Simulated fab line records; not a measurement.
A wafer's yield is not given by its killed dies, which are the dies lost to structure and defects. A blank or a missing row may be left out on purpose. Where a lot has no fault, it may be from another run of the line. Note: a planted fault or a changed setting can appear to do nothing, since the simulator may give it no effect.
Split-lot trial -- flow n5 finfet -- 7 lots, 21 wafers read, on a route of 1938 steps

## THE SPLIT
At N5_DUMMY_GATE_COAT_28 (time 60 s, resist thk 10 nm), the setting spin rpm was moved away from the recipe's 1500 rpm on 8 of the 21 wafers read, by -10.8% to +7.1%. The other wafers ran this setting at the recipe's value.

The split's own step is where the reading is taken.

## THE READING
underlayer_of_DUMMY_GATE_COAT_28.thk nm (the simulator's own value, which no gauge read), in nm, at N5_DUMMY_GATE_COAT_28 (time 60 s, resist thk 10 nm). There is no usual value for it anywhere in the file.

wafer,"tool, chamber at the split","spin rpm as run, rpm",against the recipe,"underlayer_of_DUMMY_GATE_COAT_28.thk nm, nm",against lot-mates on the recipe
L077.1,"litho track-04, 0",1500,recipe,10,-
L077.3,"litho track-04, 0",1420,-5.3%,10.2,+0.2
L077.6,"litho track-04, 0",1420,-5.3%,10.4,+0.4
L078.1,"litho track-02, 0",1500,recipe,10,-
L078.3,"litho track-02, 0",1500,recipe,10,-
L078.5,"litho track-02, 0",1500,recipe,10,-
L079.1,"litho track-05, 0",1594,+6.3%,9.8,-0.2
L079.4,"litho track-05, 0",1500,recipe,10,-
L079.5,"litho track-05, 0",1500,recipe,10,-
L088.1,"litho track-04, 0",1338,-10.8%,10.6,+0.6
L088.2,"litho track-04, 0",1500,recipe,10,-
L088.5,"litho track-04, 0",1500,recipe,10,-
L089.3,"litho track-05, 0",1606,+7.1%,9.6,-0.4
L089.4,"litho track-05, 0",1606,+7.1%,9.6,-0.4
L089.5,"litho track-05, 0",1500,recipe,10,-
L090.1,"litho track-05, 0",1500,recipe,10,-
L090.5,"litho track-05, 0",1500,recipe,10,-
L090.6,"litho track-05, 0",1500,recipe,10,-
L097.3,"litho track-04, 0",1430,-4.7%,10.2,+0.2
L097.4,"litho track-04, 0",1430,-4.7%,10.2,+0.2
L097.5,"litho track-04, 0",1500,recipe,10,-

FIT RESULTS
A straight line over all 21 wafers: underlayer_of_DUMMY_GATE_COAT_28.thk nm changes by -0.0517 nm for each +1% of spin rpm; r = -0.98; the points scatter about the line by 0.048 nm.
The same after taking each lot's own level away (the mean of its wafers on the recipe; 21 wafers): -0.0517 nm for each +1%; r = -0.98; scatter 0.048 nm.
The reading moves by 0.56 nm for the largest change in spin rpm, on that fit.
The lots' own levels span 10.00 to 10.00 nm.
Hence the lot-to-lot level has little effect on the slope; both slopes agree.
Check: +0.541 nm against its lot-mates is what the line predicts for one of the wafers moved furthest among these (-10.8%) when that wafer is left out of the fit. Against them it came out at +0.6 nm.

## OTHER SPLITS ON THESE WAFERS
Before the reading, these wafers also passed through other splits. Each is held against what the fit with the lots' levels taken away leaves over:
other split on the same wafers,wafers away from the commonest value,r with underlayer_of_DUMMY_GATE_COAT_28.thk nm (lot level and that fit taken away)
N5_ZERO_LAYER_COAT_05 spin rpm,9,-0.23
N5_ZERO_LAYER_DEVELOP_10 develop time s,6,-0.17
N5_WELL_APT_PEB_23 peb temp c,9,-0.14
N5_FIN_SAQP_ETCH_65 time s,6,+0.11
N5_FIN_SAQP_ETCH_69 target depth a,8,-0.07
N5_FIN_SAQP_FIN_ETCH_36 icp w,6,+0.36

## THE FILE'S OWN FIT
underlayer_of_DUMMY_GATE_COAT_28.thk nm changes by -0.0511 nm for each +1% of spin rpm, r = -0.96.
